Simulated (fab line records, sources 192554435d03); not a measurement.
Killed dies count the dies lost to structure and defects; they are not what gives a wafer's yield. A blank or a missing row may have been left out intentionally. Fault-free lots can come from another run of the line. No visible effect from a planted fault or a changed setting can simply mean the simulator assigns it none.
fab line records	flow n5Finfet
[record] lots = 24	wafers = 72	lastDay = 18
route steps=1938 shown BEOL_M12@1648 BEOL_M13@1692 BEOL_M14@1757
lots with no fault: from the same line, run without faults
startH: hours from the record's first day to the start of the lot's first wafer shown	waitH: how many hours have passed since the lot's step before this one	" same as the row above	L1.1+2: a single row standing in for several wafers	- either no value or no given start	* or withheld: withheld	< > ~ a bound
route shown NAME@n: a module of which the file shows steps, and the number in the route of the first	usual: mean/standard deviation of fault-free wafers	same: alike in all rows	chamber/n: place in a boat	sites: per-site readings	_std_site: standard deviation across them	_edge_site: mean of outer sites minus mean of inner sites	radiusMm: for every site, how far away it sits from the centre of the wafer	mask NAME#n: copy n	behind: the last tool/chamber to shape the wafer	hold: cause of the lot's hold/its duration in hours/its outcome	device: the n, p or np transistor that did not switch	end of line: at the end of the route, the tests of the same wafers	a step without rows: its recipe alone	killed: at the first sort, the dies lost to defects and structure; wafer yield is something else	map: shows each die of a wafer: x if killed, . if not, _ if none is there
set.NAME: the setting the step ran with; set.NAME@STEP: the setting that earlier step ran with	model.NAME: the simulator's own value behind a step, which no gauge read
the route's steps for a sample of lots (tables are steps, rows are wafers)
services: from which hour (startH, from the record's first day; less than 0 if before it) a tool's chamber was out of use, for how many hours, and why
[[steps]]
[step N5_BEOL_M12_SPUTTER_43]
[recipe] material = TaN	targetThkA = 150	tempC = 50	biasV = 168.6	powerW = 15000	chamberPressurePa = 0.12	timeS = 24.19
[usual] throttleValvePct = 30.1/1.2
lot.wafer	tool	chamber	startH	waitH	throttleValvePct
L074.3	pvdSputter-03	-	275.74	0.0	33.4
L074.4	"	-	"	"	29.3
L074.5	"	-	"	"	27.4
L075.3	pvdSputter-01	-	276.63	0.0	29.7
L075.4	"	-	"	"	31.2
L075.6	"	-	"	"	30.7
L076.1	pvdSputter-01	-	279.41	0.0	29.0
L076.2	"	-	"	"	30.5
L076.5	"	-	"	"	31.0
L079.1	pvdSputter-03	-	279.92	0.0	27.1
L079.3	"	-	"	"	33.6
L079.5	"	-	"	"	33.7
L082.1	pvdSputter-03	-	290.62	0.0	30.0
L082.4	"	-	"	"	27.1
L082.5	"	-	"	"	30.2
L081.1	pvdSputter-01	-	292.73	0.0	31.1
L081.3	"	-	"	"	28.9
L081.6	"	-	"	"	31.0
L077.1	pvdSputter-01	-	293.57	0.0	31.0
L077.3	"	-	"	"	29.9
L077.6	"	-	"	"	31.1
L080.1	pvdSputter-02	-	296.69	0.0	29.7
L080.4	"	-	"	"	31.1
L080.5	"	-	"	"	31.1
L078.1	pvdSputter-02	-	317.17	0.0	29.5
L078.4	"	-	"	"	30.4
L078.5	"	-	"	"	31.0
L084.2	pvdSputter-02	-	323.77	0.0	31.3
L084.5	"	-	"	"	29.9
L084.6	"	-	"	"	30.7
L083.3	pvdSputter-01	-	326.25	0.0	28.8
L083.5	"	-	"	"	29.7
L083.6	"	-	"	"	31.1
L086.2	pvdSputter-02	-	326.31	0.0	30.5
L086.3	"	-	"	"	29.3
L086.6	"	-	"	"	29.6
L085.2	pvdSputter-03	-	326.40	0.0	27.2
L085.3	"	-	"	"	29.4
L085.5	"	-	"	"	27.4
L089.1	pvdSputter-01	-	347.84	0.0	30.6
L089.3	"	-	"	"	31.2
L089.5	"	-	"	"	29.6
L088.1	pvdSputter-02	-	349.12	0.0	31.0
L088.2	"	-	"	"	29.6
L088.3	"	-	"	"	29.9
L087.3	pvdSputter-01	-	350.58	0.0	31.1
L087.4	"	-	"	"	30.8
L087.5	"	-	"	"	30.9
L090.1	pvdSputter-02	-	356.30	0.0	29.5
L090.2	"	-	"	"	31.0
L090.6	"	-	"	"	29.4
L091.1	pvdSputter-02	-	366.92	0.0	29.4
L091.4	"	-	"	"	30.0
L091.5	"	-	"	"	30.0
L092.2	pvdSputter-02	-	370.70	0.0	29.7
L092.4	"	-	"	"	31.2
L092.6	"	-	"	"	30.5
L094.1	pvdSputter-03	-	371.17	0.0	33.5
L094.2	"	-	"	"	29.5
L094.4	"	-	"	"	27.2
L093.2	pvdSputter-01	-	374.51	0.0	29.0
L093.3	"	-	"	"	31.3
L093.6	"	-	"	"	29.8
L095.4	pvdSputter-02	-	388.89	0.0	29.8
L095.5	"	-	"	"	29.4
L095.6	"	-	"	"	30.3
L096.1	pvdSputter-01	-	396.12	0.0	28.6
L096.3	"	-	"	"	29.4
L096.5	"	-	"	"	30.5
L097.2	pvdSputter-01	-	400.18	0.0	28.9
L097.3	"	-	"	"	30.3
L097.6	"	-	"	"	29.4
[step N5_BEOL_M13_DESCUM_33]
[recipe] chemistry = O2	timeS = 7.9	sourcePowerW = 50	biasPowerW = 20	pressureMtorr = 20	rfFrequencyHz = 2.712e+07	tempC = 40	o2FlowSccm = 225
[usual] biasPowerW = 20.00/0.061	drypumpMotorCurrentA = 5.64/0.27	oesProductAu = 0.82/0.091	rfVppV = 243.2/1.1	showerheadPlenumPTorr = 2.09/0.071	throttleValvePct = 20.32/0.25
lot.wafer	tool	chamber	startH	waitH	biasPowerW	drypumpMotorCurrentA	oesProductAu	rfHoursCounterH	rfVppV	showerheadPlenumPTorr	throttleValvePct
L074.3	rieDiel-02	3	279.22	0.6	20.06	5.47	0.91	15	242.6	2.04	20.42
L074.4	"	1	"	"	20.14	5.89	0.94	7	243.0	2.16	20.08
L074.5	"	0	"	"	20.05	5.31	0.71	-	241.5	1.99	20.52
L075.3	rieDiel-02	2	280.22	0.3	20.02	5.66	0.91	16	243.0	2.13	20.03
L075.4	"	1	"	"	19.97	5.89	0.94	8	244.8	2.16	20.09
L075.6	"	2	"	"	19.96	5.71	0.91	-	242.5	2.13	20.02
L076.1	rieDiel-02	2	283.31	0.0	20.03	5.68	0.90	17	244.3	2.13	20.03
L076.2	"	3	"	"	19.99	5.48	0.90	16	242.1	2.04	20.42
L076.5	"	2	"	"	19.99	5.67	0.91	-	244.3	2.13	20.02
L079.1	rieDiel-04	2	283.75	0.0	19.96	5.78	0.92	16	242.0	2.04	19.99
L079.3	"	0	"	"	20.03	5.71	0.70	212	241.9	2.07	20.89
L079.5	"	1	"	"	19.95	5.91	0.71	-	242.8	2.14	20.26
L082.1	rieDiel-02	2	293.75	0.0	19.94	5.67	0.90	20	244.8	2.13	20.03
L082.4	"	0	"	"	20.05	5.30	0.70	215	242.6	1.99	20.53
L082.5	"	3	"	"	19.96	5.51	0.90	-	243.1	2.03	20.44
L081.1	rieDiel-02	0	295.63	0.2	19.91	5.29	0.70	216	241.2	1.99	20.54
L081.3	"	1	"	"	20.01	5.81	0.93	12	243.9	2.16	20.07
L081.6	"	1	"	"	19.94	5.84	0.93	-	242.5	2.16	20.08
L077.1	rieDiel-02	1	296.61	0.1	19.98	5.84	0.92	13	242.7	2.16	20.10
L077.3	"	3	"	"	20.05	5.47	0.89	21	242.5	2.03	20.43
L077.6	"	3	"	"	20.08	5.49	0.90	-	242.5	2.03	20.44
L080.1	rieDiel-04	3	300.71	0.1	20.00	5.50	0.68	250	240.8	1.98	20.83
L080.4	"	2	"	"	19.99	5.76	0.90	20	242.8	2.04	20.00
L080.5	"	2	"	"	19.94	5.74	0.90	-	243.5	2.04	19.99
L078.1	rieDiel-05	0	320.16	0.0	19.96	5.32	0.71	208	242.3	2.05	20.25
L078.4	"	1	"	"	19.97	5.09	0.81	75	244.3	2.12	20.30
L078.5	"	3	"	"	19.95	6.33	0.87	-	244.7	2.21	20.44
L084.2	rieDiel-02	0	327.18	0.4	19.93	5.30	0.69	229	242.1	1.98	20.56
L084.5	"	0	"	"	20.03	5.29	0.70	-	240.2	1.98	20.56
L084.6	"	1	"	"	19.95	5.87	0.90	-	245.1	2.15	20.10
L083.3	rieDiel-02	1	329.83	0.4	19.95	5.86	0.89	21	244.0	2.15	20.10
L083.5	"	0	"	"	20.01	5.29	0.68	-	240.8	1.98	20.56
L083.6	"	3	"	"	19.99	5.48	0.87	-	243.5	2.03	20.45
L086.2	rieDiel-05	0	329.87	0.4	20.09	5.30	0.70	212	243.0	2.05	20.25
L086.3	"	1	"	"	19.97	5.14	0.80	79	242.3	2.12	20.29
L086.6	"	3	"	"	20.07	6.28	0.87	-	245.2	2.21	20.46
L085.2	rieDiel-02	1	330.37	0.9	19.93	5.88	0.89	21	244.9	2.15	20.09
L085.3	"	3	"	"	20.04	5.45	0.86	36	241.6	2.03	20.45
L085.5	"	2	"	"	19.94	5.65	0.87	-	244.7	2.12	20.05
L089.1	rieDiel-02	3	350.73	0.2	19.93	5.46	0.85	45	242.5	2.03	20.48
L089.3	"	0	"	"	19.96	5.30	0.68	241	241.4	1.98	20.58
L089.5	"	0	"	"	20.00	5.30	0.69	-	241.9	1.98	20.58
L088.1	rieDiel-02	0	351.95	0.0	20.01	5.29	0.69	242	244.0	1.98	20.58
L088.2	"	2	"	"	20.01	5.65	0.86	44	244.4	2.12	20.07
L088.3	"	3	"	"	20.00	5.47	0.83	45	241.4	2.03	20.49
L087.3	rieDiel-04	1	353.47	0.0	20.02	5.92	0.70	224	243.3	2.13	20.29
L087.4	"	3	"	"	20.01	5.50	0.94	11	244.4	2.24	20.56
L087.5	"	1	"	"	19.95	5.92	0.70	-	243.7	2.13	20.30
L090.1	rieDiel-05	2	359.52	0.4	20.02	5.89	0.70	198	241.6	2.06	20.25
L090.2	"	0	"	"	20.05	5.33	0.70	217	243.3	2.05	20.27
L090.6	"	3	"	"	19.87	6.29	0.85	-	244.4	2.21	20.46
L091.1	rieDiel-05	0	370.38	0.7	20.05	5.32	0.70	220	242.6	2.05	20.27
L091.4	"	2	"	"	19.97	5.86	0.70	202	243.8	2.06	20.25
L091.5	"	2	"	"	19.91	5.84	0.69	-	243.8	2.06	20.25
L092.2	rieDiel-02	1	374.11	0.3	20.09	5.83	0.88	37	244.3	2.15	20.12
L092.4	"	2	"	"	20.24	5.66	0.86	50	242.8	2.12	20.08
L092.6	"	2	"	"	20.16	5.64	0.85	-	244.5	2.12	20.07
L094.1	rieDiel-04	1	374.49	0.3	19.89	5.95	0.69	230	244.2	2.13	20.29
L094.2	"	2	"	"	20.03	5.77	0.86	47	241.9	2.03	20.04
L094.4	"	3	"	"	20.06	5.49	0.93	17	244.6	2.24	20.59
L093.2	rieDiel-04	3	377.27	0.1	19.96	5.48	0.93	18	245.6	2.23	20.58
L093.3	"	2	"	"	19.96	5.78	0.86	48	241.3	2.03	20.04
L093.6	"	0	"	"	20.02	5.68	0.68	-	243.5	2.06	20.94
L095.4	rieDiel-02	3	391.87	0.0	20.02	5.46	0.84	-	242.4	2.02	20.49
L095.5	"	1	"	"	20.00	5.84	0.86	-	243.0	2.14	20.13
L095.6	"	2	"	"	19.98	5.66	0.84	-	242.5	2.12	20.10
L096.1	rieDiel-04	2	399.64	0.2	19.96	5.79	0.85	56	242.4	2.03	20.06
L096.3	"	1	"	"	19.85	5.92	0.69	239	243.8	2.13	20.32
L096.5	"	2	"	"	19.94	5.76	0.85	-	242.4	2.03	20.06
L097.2	rieDiel-02	3	403.83	0.1	19.99	5.45	0.83	62	242.3	2.02	20.50
L097.3	"	1	"	"	19.93	5.82	0.85	-	245.8	2.14	20.13
L097.6	"	3	"	"	20.00	5.47	0.82	-	241.0	2.02	20.49
[step N5_BEOL_M13_PRE_CLEAN_42]
[recipe] gas = H2/He	timeS = 30	tempC = 250
[usual] heaterPowerW = 337/36
lot.wafer	tool	chamber	startH	waitH	heaterPowerW
L074.3	pvdSputter-02	-	282.01	0.0	306
L074.4	"	-	"	"	342
L074.5	"	-	"	"	309
L075.3	pvdSputter-01	-	282.61	0.0	385
L075.4	"	-	"	"	320
L075.6	"	-	"	"	387
L076.1	pvdSputter-03	-	285.00	0.0	383
L076.2	"	-	"	"	342
L076.5	"	-	"	"	369
L079.1	pvdSputter-03	-	285.48	0.0	397
L079.3	"	-	"	"	340
L079.5	"	-	"	"	392
L082.1	pvdSputter-02	-	299.61	0.0	330
L082.4	"	-	"	"	322
L082.5	"	-	"	"	303
L081.1	pvdSputter-02	-	300.21	0.0	329
L081.3	"	-	"	"	335
L081.6	"	-	"	"	338
L077.1	pvdSputter-01	-	300.59	0.0	319
L077.3	"	-	"	"	316
L077.6	"	-	"	"	390
L080.1	pvdSputter-03	-	310.71	0.0	337
L080.4	"	-	"	"	399
L080.5	"	-	"	"	388
L078.1	pvdSputter-01	-	323.11	0.0	260
L078.4	"	-	"	"	316
L078.5	"	-	"	"	309
L084.2	pvdSputter-02	-	329.28	0.0	321
L084.5	"	-	"	"	326
L084.6	"	-	"	"	327
L083.3	pvdSputter-01	-	332.73	0.0	388
L083.5	"	-	"	"	388
L083.6	"	-	"	"	262
L086.2	pvdSputter-03	-	337.16	0.0	391
L086.3	"	-	"	"	337
L086.6	"	-	"	"	318
L085.2	pvdSputter-01	-	339.80	0.0	383
L085.3	"	-	"	"	270
L085.5	"	-	"	"	314
L089.1	pvdSputter-03	-	356.32	0.0	348
L089.3	"	-	"	"	320
L089.5	"	-	"	"	377
L088.1	pvdSputter-01	-	356.38	0.0	319
L088.2	"	-	"	"	258
L088.3	"	-	"	"	398
L087.3	pvdSputter-03	-	358.92	0.0	374
L087.4	"	-	"	"	344
L087.5	"	-	"	"	372
L090.1	pvdSputter-03	-	360.65	0.0	342
L090.2	"	-	"	"	396
L090.6	"	-	"	"	342
L091.1	pvdSputter-01	-	372.97	0.0	263
L091.4	"	-	"	"	388
L091.5	"	-	"	"	314
L092.2	pvdSputter-02	-	378.68	0.0	307
L092.4	"	-	"	"	343
L092.6	"	-	"	"	335
L094.1	pvdSputter-03	-	379.02	0.0	392
L094.2	"	-	"	"	320
L094.4	"	-	"	"	340
L093.2	pvdSputter-01	-	379.40	0.0	313
L093.3	"	-	"	"	309
L093.6	"	-	"	"	314
L095.4	pvdSputter-02	-	394.54	0.0	332
L095.5	"	-	"	"	346
L095.6	"	-	"	"	332
L096.1	pvdSputter-03	-	402.46	0.0	319
L096.3	"	-	"	"	398
L096.5	"	-	"	"	321
L097.2	pvdSputter-03	-	406.20	0.0	321
L097.3	"	-	"	"	366
L097.6	"	-	"	"	387
[step N5_BEOL_M13_RS_MEAS_54]
[recipe] thkMeasGauge = four-point-probe	reads = Cu_of_BEOL_M13_ECD_47+Ta_of_BEOL_M13_SPUTTER_44+TaN_of_BEOL_M13_SPUTTER_43
[usual] M13_RS = 0.0450/0.00064
lot.wafer	tool	chamber	startH	waitH	M13_RS[ohm/sq]
L074.3	filmMetro-02	-	283.21	0.1	0.0437
L074.4	"	-	"	"	0.0447
L074.5	"	-	"	"	0.0455
L075.3	filmMetro-02	-	284.55	0.1	0.0460
L075.4	"	-	"	"	0.0454
L075.6	"	-	"	"	0.0459
L076.1	filmMetro-02	-	286.21	0.0	0.0453
L076.2	"	-	"	"	0.0439
L076.5	"	-	"	"	0.0453
L079.1	filmMetro-01	-	286.68	0.0	0.0440
L079.3	"	-	"	"	0.0460
L079.5	"	-	"	"	0.0451
L082.1	filmMetro-02	-	300.84	0.1	0.0452
L082.4	"	-	"	"	0.0454
L082.5	"	-	"	"	0.0441
L081.1	filmMetro-02	-	301.67	0.0	0.0456
L081.3	"	-	"	"	0.0454
L081.6	"	-	"	"	0.0453
L077.1	filmMetro-02	-	302.48	0.0	0.0448
L077.3	"	-	"	"	0.0437
L077.6	"	-	"	"	0.0436
L080.1	filmMetro-02	-	312.11	0.0	0.0449
L080.4	"	-	"	"	0.0439
L080.5	"	-	"	"	0.0438
L078.1	filmMetro-01	-	324.33	0.0	0.0449
L078.4	"	-	"	"	0.0446
L078.5	"	-	"	"	0.0448
L084.2	filmMetro-01	-	330.49	0.1	0.0459
L084.5	"	-	"	"	0.0450
L084.6	"	-	"	"	0.0454
L083.3	filmMetro-01	-	333.94	0.1	0.0449
L083.5	"	-	"	"	0.0450
L083.6	"	-	"	"	0.0439
L086.2	filmMetro-01	-	338.36	0.1	0.0447
L086.3	"	-	"	"	0.0450
L086.6	"	-	"	"	0.0450
L085.2	filmMetro-01	-	341.32	0.1	0.0451
L085.3	"	-	"	"	0.0441
L085.5	"	-	"	"	0.0450
L089.1	filmMetro-02	-	358.49	0.0	0.0443
L089.3	"	-	"	"	0.0453
L089.5	"	-	"	"	0.0453
L088.1	filmMetro-02	-	358.75	0.1	0.0451
L088.2	"	-	"	"	0.0452
L088.3	"	-	"	"	0.0440
L087.3	filmMetro-02	-	360.29	0.1	0.0452
L087.4	"	-	"	"	0.0448
L087.5	"	-	"	"	0.0451
L090.1	filmMetro-02	-	361.95	0.0	0.0461
L090.2	"	-	"	"	0.0445
L090.6	"	-	"	"	0.0447
L091.1	filmMetro-01	-	374.17	0.0	0.0449
L091.4	"	-	"	"	0.0465
L091.5	"	-	"	"	0.0465
L092.2	filmMetro-02	-	379.89	0.1	0.0449
L092.4	"	-	"	"	0.0451
L092.6	"	-	"	"	0.0454
L094.1	filmMetro-02	-	380.42	0.0	0.0454
L094.2	"	-	"	"	0.0441
L094.4	"	-	"	"	0.0442
L093.2	filmMetro-02	-	382.02	0.1	0.0447
L093.3	"	-	"	"	0.0446
L093.6	"	-	"	"	0.0463
L095.4	filmMetro-02	-	395.77	0.1	0.0449
L095.5	"	-	"	"	0.0452
L095.6	"	-	"	"	0.0449
L096.1	filmMetro-01	-	403.66	0.0	0.0445
L096.3	"	-	"	"	0.0449
L096.5	"	-	"	"	0.0444
L097.2	filmMetro-02	-	407.45	0.1	0.0448
L097.3	"	-	"	"	0.0445
L097.6	"	-	"	"	0.0446
[step N5_BEOL_M13_INSPECT_55]
[recipe] inspectInstrument = darkfield	mode = postDep
[usual] rawDefectCount = 71/24
lot.wafer	tool	chamber	startH	waitH	rawDefectCount
L074.3	defectInspect-02	-	283.23	0.0	43
L074.4	"	-	"	"	59
L074.5	"	-	"	"	38
L075.3	defectInspect-02	-	284.58	0.0	52
L075.4	"	-	"	"	74
L075.6	"	-	"	"	47
L076.1	defectInspect-02	-	286.24	0.0	43
L076.2	"	-	"	"	53
L076.5	"	-	"	"	69
L079.1	defectInspect-01	-	286.70	0.0	55
L079.3	"	-	"	"	94
L079.5	"	-	"	"	64
L082.1	defectInspect-02	-	300.87	0.0	71
L082.4	"	-	"	"	146
L082.5	"	-	"	"	61
L081.1	defectInspect-02	-	301.70	0.0	67
L081.3	"	-	"	"	46
L081.6	"	-	"	"	73
L077.1	defectInspect-01	-	302.50	0.0	83
L077.3	"	-	"	"	74
L077.6	"	-	"	"	117
L080.1	defectInspect-02	-	312.14	0.0	124
L080.4	"	-	"	"	114
L080.5	"	-	"	"	85
L078.1	defectInspect-01	-	324.35	0.0	68
L078.4	"	-	"	"	117
L078.5	"	-	"	"	87
L084.2	defectInspect-01	-	330.52	0.0	75
L084.5	"	-	"	"	46
L084.6	"	-	"	"	100
L083.3	defectInspect-01	-	333.96	0.0	50
L083.5	"	-	"	"	64
L083.6	"	-	"	"	77
L086.2	defectInspect-02	-	338.39	0.0	64
L086.3	"	-	"	"	37
L086.6	"	-	"	"	52
L085.2	defectInspect-02	-	341.34	0.0	49
L085.3	"	-	"	"	49
L085.5	"	-	"	"	99
L089.1	defectInspect-01	-	358.52	0.0	40
L089.3	"	-	"	"	123
L089.5	"	-	"	"	76
L088.1	defectInspect-01	-	358.78	0.0	43
L088.2	"	-	"	"	54
L088.3	"	-	"	"	62
L087.3	defectInspect-01	-	360.32	0.0	72
L087.4	"	-	"	"	41
L087.5	"	-	"	"	55
L090.1	defectInspect-01	-	361.97	0.0	60
L090.2	"	-	"	"	71
L090.6	"	-	"	"	79
L091.1	defectInspect-02	-	374.20	0.0	48
L091.4	"	-	"	"	131
L091.5	"	-	"	"	61
L092.2	defectInspect-02	-	379.92	0.0	50
L092.4	"	-	"	"	43
L092.6	"	-	"	"	97
L094.1	defectInspect-02	-	380.45	0.0	135
L094.2	"	-	"	"	97
L094.4	"	-	"	"	83
L093.2	defectInspect-01	-	382.04	0.0	27
L093.3	"	-	"	"	51
L093.6	"	-	"	"	34
L095.4	defectInspect-02	-	395.80	0.0	89
L095.5	"	-	"	"	85
L095.6	"	-	"	"	78
L096.1	defectInspect-02	-	403.69	0.0	71
L096.3	"	-	"	"	81
L096.5	"	-	"	"	98
L097.2	defectInspect-01	-	407.48	0.0	117
L097.3	"	-	"	"	92
L097.6	"	-	"	"	105
[step N5_BEOL_M14_ETCH_38]
[recipe] chemistry = CF4/N2	target = SiCN	targetDepthA = 1065	taperDeg = 2	timeS = 120.6	ionEnergyEv = 150	maskMaterial = SiO2	pressureMtorr = 40	sourceW = 430	biasW = 70	Ar_flow_sccm = 100	cf4FlowSccm = 60	n2FlowSccm = 60
[usual] drypumpMotorCurrentA = 5.7/0.42	oesProductAu = 0.82/0.071	rfVppV = 381.7/1.9	showerheadPlenumPTorr = 2.18/0.068	throttleValvePct = 15.38/0.18
lot.wafer	tool	chamber	startH	waitH	drypumpMotorCurrentA	oesProductAu	rfHoursCounterH	rfVppV	showerheadPlenumPTorr	throttleValvePct
L074.3	rieDiel-06	3	-	-	6.0	0.93	11	380.8	2.16	15.34
L074.4	"	3	"	"	6.0	0.93	-	381.8	2.17	15.33
L074.5	"	2	"	"	4.9	0.86	-	383.2	2.22	15.56
L075.3	rieDiel-03	3	-	-	5.8	0.75	135	382.9	2.21	15.61
L075.4	"	0	"	"	5.2	0.69	225	379.3	2.10	15.50
L075.6	"	0	"	"	5.2	0.69	-	381.2	2.10	15.50
L076.1	rieDiel-03	3	-	-	5.8	0.76	136	382.4	2.21	15.62
L076.2	"	1	"	"	5.9	0.87	54	383.4	2.23	15.01
L076.5	"	2	"	"	5.8	0.90	-	387.1	2.35	15.36
L079.1	rieDiel-03	0	-	-	5.2	0.69	226	379.9	2.10	15.50
L079.3	"	3	"	"	5.8	0.75	136	382.0	2.21	15.63
L079.5	"	0	"	"	5.2	0.69	-	379.8	2.10	15.50
L082.1	rieDiel-03	2	-	-	5.8	0.89	25	385.2	2.35	15.35
L082.4	"	3	"	"	5.8	0.75	139	382.2	2.21	15.62
L082.5	"	1	"	"	5.9	0.87	-	383.2	2.23	15.00
L077.1	rieDiel-01	3	-	-	6.1	0.79	120	379.7	2.13	15.10
L077.3	"	0	"	"	4.8	0.92	16	381.2	2.18	15.54
L077.6	"	1	"	"	6.3	0.86	-	380.6	2.14	15.20
L081.1	rieDiel-06	0	-	-	5.7	0.74	166	380.4	2.12	15.29
L081.3	"	2	"	"	4.9	0.85	90	382.1	2.22	15.58
L081.6	"	0	"	"	5.7	0.74	-	380.8	2.12	15.28
L080.1	rieDiel-01	2	-	-	5.8	0.80	78	380.3	2.14	15.44
L080.4	"	1	"	"	6.3	0.85	49	379.4	2.14	15.23
L080.5	"	3	"	"	6.1	0.79	-	380.5	2.13	15.11
L078.1	rieDiel-01	2	-	-	5.8	0.80	79	381.7	2.14	15.46
L078.4	"	3	"	"	6.1	0.78	126	379.6	2.13	15.11
L078.5	"	2	"	"	5.8	0.80	-	382.2	2.14	15.46
L084.2	rieDiel-01	0	-	-	4.8	0.90	25	380.9	2.18	15.55
L084.5	"	1	"	"	6.3	0.84	-	380.8	2.14	15.23
L084.6	"	2	"	"	5.8	0.79	-	382.1	2.14	15.47
L083.3	rieDiel-03	1	-	-	5.9	0.85	70	383.9	2.23	15.04
L083.5	"	0	"	"	5.2	0.69	-	380.5	2.09	15.53
L083.6	"	3	"	"	5.8	0.74	-	382.7	2.21	15.63
L086.2	rieDiel-06	2	-	-	4.9	0.84	103	381.7	2.21	15.59
L086.3	"	0	"	"	5.8	0.74	178	379.2	2.11	15.30
L086.6	"	0	"	"	5.8	0.74	-	380.5	2.11	15.32
L085.2	rieDiel-01	2	-	-	5.8	0.79	87	380.9	2.14	15.48
L085.3	"	0	"	"	4.8	0.89	30	381.3	2.18	15.56
L085.5	"	2	"	"	5.8	0.79	-	380.6	2.14	15.49
L089.1	rieDiel-01	3	-	-	6.1	0.77	139	380.0	2.12	15.14
L089.3	"	2	"	"	5.7	0.79	93	380.6	2.14	15.48
L089.5	"	1	"	"	6.3	0.83	-	382.0	2.14	15.24
L088.1	rieDiel-06	2	-	-	4.9	0.83	112	382.5	2.21	15.65
L088.2	"	3	"	"	6.0	0.88	40	379.3	2.16	15.39
L088.3	"	1	"	"	5.8	0.90	27	382.3	2.16	15.28
L087.3	rieDiel-06	2	-	-	4.9	0.82	114	382.2	2.21	15.64
L087.4	"	0	"	"	5.7	0.73	186	380.2	2.11	15.32
L087.5	"	0	"	"	5.8	0.73	-	380.9	2.11	15.31
L090.1	rieDiel-03	1	-	-	5.9	0.82	86	383.8	2.22	15.08
L090.2	"	2	"	"	5.8	0.85	52	385.4	2.34	15.43
L090.6	"	1	"	"	5.9	0.84	-	382.5	2.22	15.06
L091.1	rieDiel-06	0	-	-	5.7	0.72	194	378.9	2.11	15.34
L091.4	"	1	"	"	5.8	0.88	36	380.7	2.15	15.32
L091.5	"	3	"	"	6.0	0.85	-	382.1	2.15	15.41
L092.2	rieDiel-06	3	-	-	6.0	0.86	48	379.4	2.15	15.41
L092.4	"	2	"	"	4.9	0.81	120	384.0	2.21	15.65
L092.6	"	3	"	"	6.0	0.86	-	381.6	2.15	15.41
L094.1	rieDiel-03	2	-	-	5.8	0.83	57	386.4	2.33	15.43
L094.2	"	1	"	"	5.9	0.81	91	383.1	2.22	15.08
L094.4	"	0	"	"	5.2	0.97	4	386.8	2.35	15.06
L093.2	rieDiel-06	1	-	-	5.8	0.87	37	382.2	2.15	15.29
L093.3	"	3	"	"	6.0	0.86	49	379.8	2.15	15.40
L093.6	"	0	"	"	5.8	0.72	-	381.2	2.11	15.33
L095.4	rieDiel-01	1	-	-	6.3	0.81	73	381.3	2.13	15.28
L095.5	"	1	"	"	6.3	0.83	-	381.9	2.13	15.27
L095.6	"	0	"	"	4.9	0.87	-	380.5	2.17	15.58
L096.1	rieDiel-06	1	-	-	5.8	0.86	44	381.1	2.15	15.31
L096.3	"	2	"	"	4.9	0.81	128	381.9	2.20	15.66
L096.5	"	0	"	"	5.7	0.72	-	379.0	2.10	15.36
L097.2	rieDiel-03	3	-	-	5.8	0.71	182	381.8	2.19	15.71
L097.3	"	2	"	"	5.8	0.83	67	384.5	2.33	15.44
L097.6	"	1	"	"	5.8	0.81	-	382.6	2.22	15.10
[[services]]
tool	chamber	startH	hours	kind
rieDiel-02	-	257.01	2.8	pm
rieDiel-02	3	261.30	17.6	repair
rieDiel-06	1	282.21	-	clean
rieDiel-06	1	282.21	-	consumableReplace:focusRing
rieDiel-06	1	282.21	13.8	scheduledDown
rieDiel-06	1	282.21	13.8	ventCycle
rieDiel-01	2	306.55	1.8	repair
rieDiel-02	1	307.24	11.4	repair
rieDiel-01	-	317.64	2.8	pm
rieDiel-05	-	330.98	14.6	pm
pvdSputter-01	-	352.83	2.6	repair
rieDiel-03	0	361.23	-	clean
rieDiel-03	0	361.23	-	consumableReplace:focusRing
rieDiel-03	0	361.23	-	consumableReplace:showerhead
rieDiel-03	0	361.23	14.1	scheduledDown
rieDiel-03	0	361.23	14.1	ventCycle
rieDiel-02	0	377.97	-	clean
rieDiel-02	0	377.97	-	consumableReplace:focusRing
rieDiel-02	0	377.97	-	consumableReplace:showerhead
rieDiel-02	0	377.97	28.3	scheduledDown
rieDiel-02	0	377.97	28.3	ventCycle
rieDiel-05	-	379.52	0.5	repair
rieDiel-02	3	381.15	5.7	repair
rieDiel-02	2	400.52	7.9	repair
[[key]]
fault none
